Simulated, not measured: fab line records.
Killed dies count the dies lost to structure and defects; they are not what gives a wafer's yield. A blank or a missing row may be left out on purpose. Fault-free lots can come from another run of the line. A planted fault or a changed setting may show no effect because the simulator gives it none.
Chamber matching -- flow n5_finfet -- N5_BEOL_M3_DESCUM_33 on rie_diel-02: 4 sister chambers
The step chemistry O2, time 7 s. 4 wafers are shown with their chamber, then 8 later ones without.

== WAFERS WITH THEIR CHAMBER ==
wafer,chamber,drypump_motor_current_A (A)
L086.1,2,5.1
L089.5,0,6.5
L089.6,1,5.6
L094.3,3,5.0

== WAFERS WITH NO CHAMBER GIVEN ==
wafer,drypump_motor_current_A (A)
L094.4,4.9
L094.5,6.5
L095.1,6.5
L095.2,5.0
L095.6,6.5
L096.1,5.1
L096.2,5.0
L096.5,5.0

== WHICH CHAMBER EACH ONE RAN IN ==
wafer,from the rows above,in truth
L094.4,3,3
L094.5,0,0
L095.1,0,0
L095.2,3,3
L095.6,0,0
L096.1,2,2
L096.2,3,3
L096.5,3,3
Correctly placed: 8 of 8. Not placeable from these rows: 0. Number placed wrongly: 0.
How it was worked out, from the rows above alone: a wafer's distance from a chamber is the root of the sum, over the readings, of the square of ((its reading less the chamber's mean) divided by the reading's scatter). The wafer belongs to the nearest chamber; if the next one is less than 2 further off, it can't be placed. For every chamber, the mean is computed from those of its wafers that are shown. The scatter: root of mean squared gap, hidden wafer to nearest shown wafer, with one shown wafer a chamber.
